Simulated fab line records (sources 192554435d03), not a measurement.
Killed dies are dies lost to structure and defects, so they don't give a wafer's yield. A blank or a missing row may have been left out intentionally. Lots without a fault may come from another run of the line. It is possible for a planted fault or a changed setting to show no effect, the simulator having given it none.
fab line records ; flow n5_finfet
[record] lots = 7; wafers = 21
route steps=1938 shown BEOL_M10@1500 BEOL_M11@1539 BEOL_M12@1649 BEOL_M13@1665
start_h: the number of hours between the record's first day and the start of the first shown wafer of the lot ; wait_h: hours from the lot's prior step to this one ; " the same as in the row above ; L1.1+2: a single row standing in for several wafers ; - either no value or no given start ; * or withheld: withheld ; < > ~ a bound
route shown NAME@n: a module of which the file shows steps, and the number in the route of the first ; usual: the fault-free wafers' mean and standard deviation ; same: alike in all rows ; chamber/n: place in a boat ; sites: readings site by site ; _std_site: the standard deviation of these ; _edge_site: inner sites' mean taken away from outer sites' mean ; radius_mm: for every site, how far away it sits from the centre of the wafer ; mask NAME#n: copy n ; behind: tool/chamber where the wafer was last shaped ; hold: cause of the lot's hold/its duration in hours/its outcome ; device: the n, p or np transistor that did not switch ; end of line: the route-end tests of the same wafers ; for a step that has no rows: nothing shown but its recipe ; killed: count of dies lost to structure and defects at first sort (not the wafer's yield) ; map: dies across one wafer; x = killed, . = not, _ = none there
set.NAME: the setting that was run; set.NAME@STEP: the one run at that earlier step ; model.NAME: the simulator's own value behind a step, which no gauge read
lots with deliberately changed settings; one table per step, one row per wafer
[[steps]]
[step N5_BEOL_M10_PEB_26]
[recipe] peb_temp_c = withheld; peb_time_s = 60; resist = CAR-ArF
lot.wafer;tool;chamber;start_h;wait_h;set.peb_time_s
L074.2;litho_track-02;0;262.34;0.1;65.68
L074.3+6;litho_track-02;0;262.34;0.1;60
L081.3+4+6;litho_track-01;0;301.91;0.0;60
L084.1+4;litho_track-02;0;315.90;0.1;55.48
L084.3;litho_track-02;0;315.90;0.1;60
L087.1+2+5;litho_track-03;0;344.66;0.1;60
L090.2+5;litho_track-03;0;374.14;0.1;69.18
L090.6;litho_track-03;0;374.14;0.1;60
L093.2+3+4;litho_track-01;0;378.10;0.1;60
L091.1+6;litho_track-03;0;388.55;0.1;63.83
L091.3;litho_track-03;0;388.55;0.1;60
[step N5_BEOL_M10_DEVELOP_27]
[recipe] develop_time_s = 30; developer = TMAH; resist = CAR-ArF; rinse_liquid = diw; dry = air_spin; dev_temp_c = 23
[step N5_BEOL_M10_CD_MEAS_28]
[recipe] target_cd_nm = 70; landing_energy_ev = 500; detector = se_inlens; polarity = opening
[usual] cd_nm = 70.1/0.85
lot.wafer;tool;chamber;start_h;wait_h;set.peb_time_s@BEOL_M10_PEB_26;cd_nm
L074.2;cd_sem-03;0;262.41;-;65.68;72.6
L074.3;cd_sem-03;0;262.41;-;60;70.2
L074.6;cd_sem-03;0;262.41;-;60;69.7
L081.3;cd_sem-02;0;301.98;-;60;69.4
L081.4;cd_sem-02;0;301.98;-;60;69.6
L081.6;cd_sem-02;0;301.98;-;60;69.6
L084.1;cd_sem-03;0;315.97;-;55.48;66.3
L084.3;cd_sem-03;0;315.97;-;60;68.4
L084.4;cd_sem-03;0;315.97;-;55.48;65.8
L087.1;cd_sem-02;0;344.73;-;60;69.3
L087.2;cd_sem-02;0;344.73;-;60;69.7
L087.5;cd_sem-02;0;344.73;-;60;69.8
L090.2;cd_sem-01;0;374.20;-;69.18;77.3
L090.5;cd_sem-01;0;374.20;-;69.18;76.6
L090.6;cd_sem-01;0;374.20;-;60;70.6
L093.2;cd_sem-02;0;378.17;-;60;71.0
L093.3;cd_sem-02;0;378.17;-;60;69.6
L093.4;cd_sem-02;0;378.17;-;60;71.3
L091.1;cd_sem-03;0;388.62;-;63.83;73.1
L091.3;cd_sem-03;0;388.62;-;60;70.3
L091.6;cd_sem-03;0;388.62;-;63.83;72.8
[step N5_BEOL_M10_DESCUM_33]
[recipe] chemistry = O2; time_s = 7.9; source_power_w = 50; bias_power_w = 20; pressure_mtorr = 20; rf_frequency_hz = 2.712e+07; temp_c = 40; resist = CAR-ArF; o2_flow_sccm = 225
[step N5_BEOL_M10_ETCH_65]
[recipe] chemistry = CF4; target = SiARC; target_depth_a = 390; mask_material = CAR-ArF; time_s = 65; ion_energy_ev = 80; pressure_mtorr = 40; source_w = 545; bias_w = 36; Ar_flow_sccm = 100; cf4_flow_sccm = 100; ends = cleared
[step N5_BEOL_M10_ETCH_66]
[recipe] chemistry = N2/H2; target = SOC; target_depth_a = 1200; overetch_a = 240; mask_material = SiARC; temp_c = 40; time_s = 180; ion_energy_ev = 200; pressure_mtorr = 30; source_w = 840; bias_w = 150; n2_flow_sccm = 200; h2_flow_sccm = 200
lot.wafer;tool;chamber;start_h;wait_h;set.spin_rpm@BEOL_M10_COAT_63;model.etch.depth_nm
L074.2;rie_diel-01;1;262.82;0.0;1577;97.21
L074.3;rie_diel-01;2;262.82;0.0;1577;97.23
L074.6;rie_diel-01;3;262.82;0.0;1500;99.98
L081.3;rie_diel-01;2;302.44;0.0;1555;98.16
L081.4;rie_diel-01;1;302.44;0.0;1555;98.48
L081.6;rie_diel-01;3;302.44;0.0;1555;98.53
L084.1;rie_diel-06;1;316.15;0.0;1500;99.98
L084.3;rie_diel-06;2;316.15;0.0;1500;99.97
L084.4;rie_diel-06;3;316.15;0.0;1500;99.99
L087.1;rie_diel-06;1;344.90;0.0;1500;100.4
L087.2;rie_diel-06;2;344.90;0.0;1500;99.89
L087.5;rie_diel-06;1;344.90;0.0;1500;99.91
L090.2;rie_diel-06;0;374.51;0.0;1500;100.1
L090.5+6;rie_diel-06;3,2;374.51;0.0;1582;97.11
L093.2;rie_diel-06;2;378.34;0.0;1500;99.84
L093.3;rie_diel-06;1;378.34;0.0;1500;99.83
L093.4;rie_diel-06;2;378.34;0.0;1500;100
L091.1;rie_diel-06;3;388.79;0.0;1648;94.98
L091.3;rie_diel-06;1;388.79;0.0;1500;99.96
L091.6;rie_diel-06;2;388.79;0.0;1648;94.92
[step N5_BEOL_M10_STRIP_69]
[recipe] chemistry = N2/H2; temp_c = 40; n2_flow_sccm = 200; h2_flow_sccm = 200; rf_frequency_hz = 6e+07
[step N5_BEOL_M10_VIA_ETCH_34]
[recipe] chemistry = C4F6/O2; target = SiCOH_lowk; target_depth_a = 1845; mask_material = SOC; taper_deg = 4; time_s = 69.2; ion_energy_ev = 250; pressure_mtorr = 30; source_w = 345; bias_w = 185; Ar_flow_sccm = 300; C4F6_flow_sccm = 10; O2_flow_sccm = 10
lot.wafer;tool;chamber;start_h;wait_h;set.spin_rpm@BEOL_M10_COAT_63;model.SOC_of_BEOL_M10_COAT_63.thk_nm
L074.2+3;rie_diel-01;1,2;262.94;0.0;1577;89.2
L074.6;rie_diel-01;3;262.94;0.0;1500;92
L081.3;rie_diel-01;2;302.57;0.0;1555;90.2
L081.4+6;rie_diel-01;1,3;302.57;0.0;1555;90.6
L084.1+4;rie_diel-06;1,3;316.28;0.0;1500;92
L084.3;rie_diel-06;2;316.28;0.0;1500;91.8
L087.1;rie_diel-06;1;345.03;0.0;1500;92.4
L087.2+5;rie_diel-06;2,1;345.03;0.0;1500;91.8
L090.2;rie_diel-06;0;374.63;0.0;1500;92.2
L090.5+6;rie_diel-06;3,2;374.63;0.0;1582;89.2
L093.2;rie_diel-06;2;378.47;0.0;1500;91.6
L093.3;rie_diel-06;1;378.47;0.0;1500;91.8
L093.4;rie_diel-06;2;378.47;0.0;1500;92
L091.1;rie_diel-06;3;388.91;0.0;1648;87
L091.3;rie_diel-06;1;388.91;0.0;1500;92
L091.6;rie_diel-06;2;388.91;0.0;1648;86.8
[step N5_BEOL_M11_PECVD_70]
[recipe] material = SiO2; target_thk_a = 200; temp_c = 400; precursor = TEOS/O2; pressure_torr = 5.5; rf_w = 450; teos_flow_sccm = 53.8; gas = O2; flow_sccm = 3000; time_s = 22.7
lot.wafer;tool;chamber;start_h;wait_h;set.temp_c;model.SiO2_of_BEOL_M11_PECVD_70.thk_nm
L074.2;pecvd-03;1;267.63;0.0;400;20
L074.3;pecvd-03;0;267.63;0.0;400;20.2
L074.6;pecvd-03;1;267.63;0.0;400;20.4
L081.3;pecvd-02;2;307.88;0.0;406;19.2
L081.4;pecvd-02;2;307.88;0.0;400;20.2
L081.6;pecvd-02;1;307.88;0.0;400;20.4
L084.1;pecvd-02;0;319.73;0.0;415;18
L084.3;pecvd-02;2;319.73;0.0;400;20.2
L084.4;pecvd-02;0;319.73;0.0;400;20.4
L087.1;pecvd-04;1;349.78;0.0;408.1;18.8
L087.2;pecvd-04;0;349.78;0.0;408.1;19.2
L087.5;pecvd-04;2;349.78;0.0;400;20
L090.2;pecvd-04;0;381.56;0.0;389.8;21
L090.5;pecvd-04;0;381.56;0.0;400;20
L090.6;pecvd-04;1;381.56;0.0;389.8;21.6
L093.2;pecvd-04;0;382.45;0.0;400;20
L093.3;pecvd-04;2;382.45;0.0;400;19.8
L093.4;pecvd-04;0;382.45;0.0;400;20.4
L091.1+6;pecvd-04;0,2;392.36;0.0;405.3;19.4
L091.3;pecvd-04;1;392.36;0.0;405.3;19.2
[step N5_BEOL_M11_COAT_59]
[recipe] resist = SOC; temp_c = 250; time_s = 60; spin_rpm = 1500; resist_thk_nm = 100
lot.wafer;tool;chamber;start_h;wait_h;set.spin_rpm;model.SOC_of_BEOL_M11_COAT_59.thk_nm
L074.2;litho_track-02;0;267.87;0.1;1500;100.2
L074.3;litho_track-02;0;267.87;0.1;1431;102.2
L074.6;litho_track-02;0;267.87;0.1;1500;100
L081.3;litho_track-05;0;308.66;0.1;1500;99.8
L081.4+6;litho_track-05;0;308.66;0.1;1500;100.2
L084.1;litho_track-02;0;320.21;0.1;1646;95.4
L084.3;litho_track-02;0;320.21;0.1;1500;100.2
L084.4;litho_track-02;0;320.21;0.1;1646;95.6
L087.1;litho_track-05;0;350.60;0.1;1591;96.8
L087.2;litho_track-05;0;350.60;0.1;1500;100
L087.5;litho_track-05;0;350.60;0.1;1591;97
L090.2+5;litho_track-02;0;382.74;0.1;1500;99.6
L090.6;litho_track-02;0;382.74;0.1;1500;99.4
L093.2+4;litho_track-02;0;383.16;0.1;1500;99.8
L093.3;litho_track-02;0;383.16;0.1;1500;99.6
L091.1;litho_track-02;0;392.58;0.1;1500;100
L091.3;litho_track-02;0;392.58;0.1;1602;96.6
L091.6;litho_track-02;0;392.58;0.1;1602;96.8
[step N5_BEOL_M11_COAT_60]
[recipe] resist = SiARC; temp_c = 220; time_s = 60; spin_rpm = 1500; resist_thk_nm = 30
[step N5_BEOL_M11_COAT_05]
[recipe] resist = CAR-ArF; spin_rpm = 1500; resist_thk_nm = 90
[step N5_BEOL_M11_DESCUM_16]
[recipe] chemistry = O2; time_s = 7.9; source_power_w = 50; bias_power_w = 20; pressure_mtorr = 20; rf_frequency_hz = 2.712e+07; temp_c = 40; resist = CAR-ArF; o2_flow_sccm = 225
[step N5_BEOL_M11_ETCH_61]
[recipe] chemistry = CF4; target = SiARC; target_depth_a = 390; mask_material = CAR-ArF; time_s = 65; ion_energy_ev = 80; pressure_mtorr = 40; source_w = 545; bias_w = 36; Ar_flow_sccm = 100; cf4_flow_sccm = 100; ends = cleared
[step N5_BEOL_M11_ETCH_62]
[recipe] chemistry = N2/H2; target = SOC; target_depth_a = 1100; overetch_a = 220; mask_material = SiARC; temp_c = 40; time_s = 165; ion_energy_ev = 200; pressure_mtorr = 30; source_w = 840; bias_w = 150; n2_flow_sccm = 200; h2_flow_sccm = 200
lot.wafer;tool;chamber;start_h;wait_h;set.spin_rpm@BEOL_M11_COAT_59;model.etch.depth_nm
L074.2;rie_diel-02;2;268.73;0.0;1500;100.2
L074.3;rie_diel-02;0;268.73;0.0;1431;102.3
L074.6;rie_diel-02;3;268.73;0.0;1500;99.92
L081.3;rie_diel-05;2;309.24;0.0;1500;99.83
L081.4+6;rie_diel-05;0,3;309.24;0.0;1500;100.1
L084.1;rie_diel-02;3;320.76;0.0;1646;95.32
L084.3;rie_diel-02;1;320.76;0.0;1500;100.2
L084.4;rie_diel-02;0;320.76;0.0;1646;95.54
L087.1;rie_diel-02;2;352.59;0.1;1591;96.86
L087.2;rie_diel-02;3;352.59;0.1;1500;99.92
L087.5;rie_diel-02;2;352.59;0.1;1591;97
L090.2;rie_diel-02;2;383.29;0.0;1500;99.55
L090.5;rie_diel-02;2;383.29;0.0;1500;99.62
L090.6;rie_diel-02;3;383.29;0.0;1500;99.49
L093.2;rie_diel-03;2;383.80;0.0;1500;99.88
L093.3;rie_diel-03;3;383.80;0.0;1500;99.63
L093.4;rie_diel-03;0;383.80;0.0;1500;99.8
L091.1;rie_diel-02;0;393.14;0.0;1500;100
L091.3;rie_diel-02;1;393.14;0.0;1602;96.64
L091.6;rie_diel-02;3;393.14;0.0;1602;96.78
[step N5_BEOL_M11_STRIP_68]
[recipe] chemistry = N2/H2; temp_c = 40; n2_flow_sccm = 200; h2_flow_sccm = 200; rf_frequency_hz = 6e+07
[step N5_BEOL_M11_STRIP_67]
[recipe] chemistry = CF4; resist = SiARC; power_w = 300; bias_power_w = 75; pressure_mtorr = 50; cf4_flow_sccm = 150; rf_frequency_hz = 6e+07
[step N5_BEOL_M11_STRIP_77]
[recipe] chemistry = N2/H2; time_s = 10; power_w = 450; temp_c = 40; pressure_mtorr = 20; rf_frequency_hz = 6e+07; bias_power_w = 7; n2_flow_sccm = 200; h2_flow_sccm = 200
[step N5_BEOL_M11_HM_STRIP_39]
[recipe] chemistry = peroxide_tin_strip; material = TiN; target_depth_a = 250; temp_c = 50; time_s = 158
lot.wafer;tool;chamber;start_h;wait_h;set.temp_c@BEOL_M11_PECVD_70;model.SiO2_of_BEOL_M11_PECVD_70.thk_nm
L074.2;wet_bench-03;4;270.59;0.0;400;19.8
L074.3;wet_bench-03;5;270.59;0.0;400;20
L074.6;wet_bench-03;2;270.59;0.0;400;20.2
L081.3;wet_bench-06;1;310.59;0.0;406;19
L081.4;wet_bench-06;5;310.59;0.0;400;20
L081.6;wet_bench-06;4;310.59;0.0;400;20.2
L084.1;wet_bench-01;6;323.05;0.0;415;17.8
L084.3;wet_bench-01;0;323.05;0.0;400;20
L084.4;wet_bench-01;7;323.05;0.0;400;20.2
L087.1;wet_bench-01;6;355.59;0.0;408.1;18.6
L087.2;wet_bench-01;1;355.59;0.0;408.1;19
L087.5;wet_bench-01;5;355.59;0.0;400;19.8
L090.2;wet_bench-01;0;386.29;0.0;389.8;21
L090.5;wet_bench-01;3;386.29;0.0;400;19.8
L090.6;wet_bench-01;2;386.29;0.0;389.8;21.4
L093.2;wet_bench-06;6;386.47;0.0;400;19.8
L093.3;wet_bench-06;5;386.47;0.0;400;19.6
L093.4;wet_bench-06;1;386.47;0.0;400;20.2
L091.1+3+6;wet_bench-03;3,6,1;395.56;0.0;405.3;19.2
[step N5_BEOL_M11_SRD_40]
[recipe] time_s = 30; temp_c = 23; rinse_liquid = diw; dry = ipa_marangoni
[step N5_BEOL_M11_PRECLEAN_42]
[recipe] chemistry = residue_remover; time_s = 60; temp_c = 40
[step N5_BEOL_M11_ECD_50]
[recipe] material = Cu; target_thk_a = 3180
[step N5_BEOL_M11_ANNEAL_51]
[recipe] temp_c = 225; time_s = 90; ambient = N2
[step N5_BEOL_M11_CMP_52]
[recipe] stop_on = SiCOH_lowk; t_overpolish_s = 7; down_force_psi = 1; platen_rpm = 50; clearing_platen_down_force_psi = 1.5; clearing_platen_rpm = 50; post_cmp_clean = cu_alkaline; target_thk_nm = 140; clearing_platen_pad_velocity_m_s = 0.99484; pad_velocity_m_s = 0.99484
[usual] barrier_field_endpoint_s = 29.1/0.57
lot.wafer;tool;chamber;start_h;wait_h;set.temp_c@BEOL_M11_PECVD_70;barrier_field_endpoint_s
L074.3;cmp-03;1;272.51;0.2;400;29.4
L074.2;cmp-03;0;272.51;0.2;400;28.8
L074.6;cmp-03;2;272.51;0.2;400;29.4
L081.4;cmp-01;3;312.41;0.1;400;29.4
L081.3;cmp-01;2;312.41;0.1;406;28.6
L081.6;cmp-01;0;312.41;0.1;400;30.3
L084.1;cmp-03;1;324.87;0.3;415;26.4
L084.4;cmp-03;2;324.87;0.3;400;29.4
L084.3;cmp-03;3;324.87;0.3;400;29.0
L087.1;cmp-03;3;358.50;0.3;408.1;28.0
L087.2;cmp-03;1;358.50;0.3;408.1;28.0
L087.5;cmp-03;2;358.50;0.3;400;29.7
L090.2;cmp-03;2;389.95;0.3;389.8;30.2
L090.5;cmp-03;3;389.95;0.3;400;29.6
L090.6;cmp-03;0;389.95;0.3;389.8;30.2
L093.4;cmp-03;3;390.32;0.2;400;28.9
L093.3;cmp-03;0;390.32;0.2;400;29.5
L093.2;cmp-03;1;390.32;0.2;400;29.0
L091.3;cmp-03;2;397.80;0.2;405.3;28.3
L091.1;cmp-03;3;397.80;0.2;405.3;28.4
L091.6;cmp-03;0;397.80;0.2;405.3;27.8
[step N5_BEOL_M12_SPUTTER_44]
[recipe] material = Ta; target_thk_a = 100; temp_c = 50; bias_v = 80; power_w = 15000; chamber_pressure_pa = 0.07; time_s = 16.13
lot.wafer;tool;chamber;start_h;wait_h;set.time_s;model.Ta_of_BEOL_M12_SPUTTER_44.thk_nm
L074.2+6;pvd_sputter-01;-;277.22;0.0;13.89;8.6
L074.3;pvd_sputter-01;-;277.22;0.0;16.13;9.8
L081.3;pvd_sputter-03;-;318.03;0.0;16.13;10.2
L081.4+6;pvd_sputter-03;-;318.03;0.0;16.13;10
L084.1;pvd_sputter-02;-;329.87;0.0;18.26;11.4
L084.3+4;pvd_sputter-02;-;329.87;0.0;16.13;10.2
L087.1+2;pvd_sputter-01;-;364.08;0.0;14.49;9
L087.5;pvd_sputter-01;-;364.08;0.0;16.13;10.2
L090.2+5;pvd_sputter-03;-;396.72;0.0;16.95;10.8
L090.6;pvd_sputter-03;-;396.72;0.0;16.13;10
L093.2+4;pvd_sputter-03;-;397.04;0.0;16.13;10
L093.3;pvd_sputter-03;-;397.04;0.0;16.13;10.2
L091.1+3;pvd_sputter-02;-;402.59;0.0;14.36;9
L091.6;pvd_sputter-02;-;402.59;0.0;16.13;10
[step N5_BEOL_M13_EXPOSE_07]
[recipe] mask_id = V12; na = 0.93; source_shape = conventional; sigma_outer = 0.6; polarization = unpolarized; attpsm_phase_deg = 180; dose_mj = 24.8
lot.wafer;tool;chamber;start_h;wait_h;mask;set.dose_mj
L074.2+6;krf_scanner-02;0;278.69;-;V12#0;24.8
L074.3;krf_scanner-02;0;278.69;-;V12#0;23.02
L081.3+4;krf_scanner-01;0;319.67;-;V12#0;23.69
L081.6;krf_scanner-01;0;319.67;-;V12#0;24.8
L084.1+3+4;krf_scanner-01;0;331.41;-;V12#0;24.8
L087.1+5;krf_scanner-01;0;365.63;-;V12#0;24.8
L087.2;krf_scanner-01;0;365.63;-;V12#0;25.94
L090.2+5+6;krf_scanner-01;0;398.13;-;V12#0;24.8
L093.2+3+4;krf_scanner-01;0;398.51;-;V12#0;24.8
L091.1;krf_scanner-01;0;404.12;-;V12#0;23.41
L091.3+6;krf_scanner-01;0;404.12;-;V12#0;24.8
[step N5_BEOL_M13_PEB_08]
[recipe] peb_temp_c = 130; peb_time_s = 90
[step N5_BEOL_M13_DEVELOP_09]
[recipe] develop_time_s = 45; rinse_liquid = diw; dry = air_spin; dev_temp_c = 21
[step N5_BEOL_M13_HARDBAKE_14]
[recipe] temp_c = 130; time_s = 120
[step N5_BEOL_M13_CD_MEAS_10]
[recipe] target_cd_nm = 190; landing_energy_ev = 500; detector = se_inlens; polarity = opening
[usual] cd_nm = 190.6/1.1
lot.wafer;tool;chamber;start_h;wait_h;set.dose_mj@BEOL_M13_EXPOSE_07;cd_nm
L074.2;cd_sem-03;0;278.85;-;24.8;189.9
L074.3;cd_sem-03;0;278.85;-;23.02;182.1
L074.6;cd_sem-03;0;278.85;-;24.8;189.7
L081.3;cd_sem-03;0;319.83;-;23.69;186.4
L081.4;cd_sem-03;0;319.83;-;23.69;185.2
L081.6;cd_sem-03;0;319.83;-;24.8;189.1
L084.1;cd_sem-01;0;331.58;-;24.8;190.3
L084.3;cd_sem-01;0;331.58;-;24.8;189.2
L084.4;cd_sem-01;0;331.58;-;24.8;190.7
L087.1;cd_sem-02;0;365.81;-;24.8;189.9
L087.2;cd_sem-02;0;365.81;-;25.94;195.7
L087.5;cd_sem-02;0;365.81;-;24.8;189.3
L090.2;cd_sem-02;0;398.30;-;24.8;190.0
L090.5;cd_sem-02;0;398.30;-;24.8;190.6
L090.6;cd_sem-02;0;398.30;-;24.8;188.2
L093.2;cd_sem-03;0;398.68;-;24.8;191.9
L093.3;cd_sem-03;0;398.68;-;24.8;193.1
L093.4;cd_sem-03;0;398.68;-;24.8;193.3
L091.1;cd_sem-02;0;404.29;-;23.41;185.8
L091.3;cd_sem-02;0;404.29;-;24.8;191.4
L091.6;cd_sem-02;0;404.29;-;24.8;191.4
[step N5_BEOL_M13_ETCH_59]
[recipe] chemistry = N2/H2; target = BARC; target_depth_a = 890; overetch_a = 267; time_s = 67.9; ion_energy_ev = 200; pressure_mtorr = 30; source_w = 840; bias_w = 150; n2_flow_sccm = 200; h2_flow_sccm = 200
lot.wafer;tool;chamber;start_h;wait_h;set.time_s;model.coat_of_BEOL_M13_COAT_04.thk_nm
L074.2;rie_diel-05;1;279.18;0.0;60.41;323.6
L074.3;rie_diel-05;0;279.18;0.0;60.41;325.6
L074.6;rie_diel-05;3;279.18;0.0;67.9;314.6
L081.3;rie_diel-05;2;320.02;0.0;80.39;304
L081.4;rie_diel-05;1;320.02;0.0;80.39;307
L081.6;rie_diel-05;0;320.02;0.0;67.9;321
L084.1;rie_diel-05;3;333.88;0.0;67.9;318
L084.3;rie_diel-05;2;333.88;0.0;77.46;309.6
L084.4;rie_diel-05;3;333.88;0.0;67.9;318.4
L087.1;rie_diel-05;0;365.93;0.0;67.9;315.4
L087.2;rie_diel-05;3;365.93;0.0;67.9;314.2
L087.5;rie_diel-05;1;365.93;0.0;67.9;316.6
L090.2;rie_diel-02;1;398.42;0.0;67.9;319.4
L090.5+6;rie_diel-02;1,0;398.42;0.0;67.9;317.6
L093.2;rie_diel-02;3;398.80;0.0;67.9;319.8
L093.3;rie_diel-02;0;398.80;0.0;67.9;317.6
L093.4;rie_diel-02;2;398.80;0.0;67.9;319
L091.1;rie_diel-05;2;404.42;0.0;67.9;319.4
L091.3;rie_diel-05;1;404.42;0.0;67.9;318.4
L091.6;rie_diel-05;0;404.42;0.0;67.9;320.4
[step N5_BEOL_M13_VIA_ETCH_16]
[recipe] chemistry = C4F8/O2/Ar; target = SiOC; pressure_mtorr = 30; source_w = 3000; bias_w = 700; Ar_flow_sccm = 400; C4F8_flow_sccm = 15; O2_flow_sccm = 8; he_inner_torr = 15; he_outer_torr = 30; target_depth_a = 9217; time_s = withheld; ion_energy_ev = 250; ends = cleared
[step N5_BEOL_M13_STRIP_63]
[recipe] chemistry = N2/H2; power_w = 1000; temp_c = 250; h2_frac = 0.65; overash_fraction = 0.3; pressure_mtorr = 1000; n2_flow_sccm = 1750; h2_flow_sccm = 3250
[step N5_BEOL_M13_STRIP_71]
[recipe] chemistry = post_etch_residue_remover; time_s = 60; temp_c = 25; remover_ph = withheld; remover_water_wt_pct = withheld; remover_fluoride_wt_pct = withheld
[step N5_BEOL_M13_SRD_72]
[recipe] time_s = 30; temp_c = 23; rinse_liquid = diw; dry = n2_spin; spin_rpm = 1500; dry_time_s = 30
[step N5_BEOL_M13_CD_MEAS_17]
[recipe] target_cd_nm = 190; polarity = opening
[usual] cd_nm = 191.1/1.3
lot.wafer;tool;chamber;start_h;wait_h;set.dose_mj@BEOL_M13_EXPOSE_07;cd_nm
L074.2;cd_sem-01;-;279.68;0.0;24.8;188.1
L074.3;cd_sem-01;-;279.68;0.0;23.02;180.6
L074.6;cd_sem-01;-;279.68;0.0;24.8;190.5
L081.3;cd_sem-02;-;320.52;0.0;23.69;189.8
L081.4;cd_sem-02;-;320.52;0.0;23.69;188.3
L081.6;cd_sem-02;-;320.52;0.0;24.8;189.6
L084.1;cd_sem-03;-;334.37;0.0;24.8;190.7
L084.3;cd_sem-03;-;334.37;0.0;24.8;190.8
L084.4;cd_sem-03;-;334.37;0.0;24.8;190.2
L087.1;cd_sem-03;-;366.42;0.0;24.8;190.3
L087.2;cd_sem-03;-;366.42;0.0;25.94;195.9
L087.5;cd_sem-03;-;366.42;0.0;24.8;189.4
L090.2;cd_sem-02;-;398.92;0.0;24.8;189.7
L090.5;cd_sem-02;-;398.92;0.0;24.8;191.2
L090.6;cd_sem-02;-;398.92;0.0;24.8;189.7
L093.2;cd_sem-02;-;399.30;0.0;24.8;191.6
L093.3;cd_sem-02;-;399.30;0.0;24.8;191.8
L093.4;cd_sem-02;-;399.30;0.0;24.8;194.6
L091.1;cd_sem-02;-;404.91;0.0;23.41;185.9
L091.3;cd_sem-02;-;404.91;0.0;24.8;193.0
L091.6;cd_sem-02;-;404.91;0.0;24.8;192.3
[[key]]
[split] step = N5_BEOL_M10_PEB_26; setting = peb_time_s; stated = 60; by = wafer
[response] step = N5_BEOL_M10_CD_MEAS_28; reading = cd_nm; change = +0.372; per = 1%; r = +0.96
[split] step = N5_BEOL_M11_PECVD_70; setting = temp_c; stated = 400; by = wafer
[response] step = N5_BEOL_M11_PECVD_70; reading = model.SiO2_of_BEOL_M11_PECVD_70.thk_nm; change = -0.58; per = 1%; r = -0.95
[response] step = N5_BEOL_M11_HM_STRIP_39; reading = model.SiO2_of_BEOL_M11_PECVD_70.thk_nm; change = -0.59; per = 1%; r = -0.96
[response] step = N5_BEOL_M11_CMP_52; reading = barrier_field_endpoint_s; change = -0.647; per = 1%; r = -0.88
[split] step = N5_BEOL_M11_COAT_59; setting = spin_rpm; stated = 1500; by = wafer
[response] step = N5_BEOL_M11_COAT_59; reading = model.SOC_of_BEOL_M11_COAT_59.thk_nm; change = -0.486; per = 1%; r = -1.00
[response] step = N5_BEOL_M11_ETCH_62; reading = model.etch.depth_nm; change = -0.488; per = 1%; r = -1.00
[split] step = N5_BEOL_M12_SPUTTER_44; setting = time_s; stated = 16.13; by = wafer
[response] step = N5_BEOL_M12_SPUTTER_44; reading = model.Ta_of_BEOL_M12_SPUTTER_44.thk_nm; change = +0.0969; per = 1%; r = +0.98
[split] step = N5_BEOL_M13_EXPOSE_07; setting = dose_mj; stated = 24.8; by = wafer
[response] step = N5_BEOL_M13_CD_MEAS_10; reading = cd_nm; change = +1.04; per = 1%; r = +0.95
[response] step = N5_BEOL_M13_CD_MEAS_17; reading = cd_nm; change = +1.05; per = 1%; r = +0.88
[split] step = N5_BEOL_M13_ETCH_59; setting = time_s; stated = 67.9; by = wafer
[response] step = N5_BEOL_M13_ETCH_59; reading = model.coat_of_BEOL_M13_COAT_04.thk_nm; change = -0.785; per = 1%; r = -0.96
split outside_this_file step=N5_BEOL_M10_COAT_63 setting=spin_rpm
// split outside_this_file: this setting was split too, and the file shows its column; the key of that split is in another file
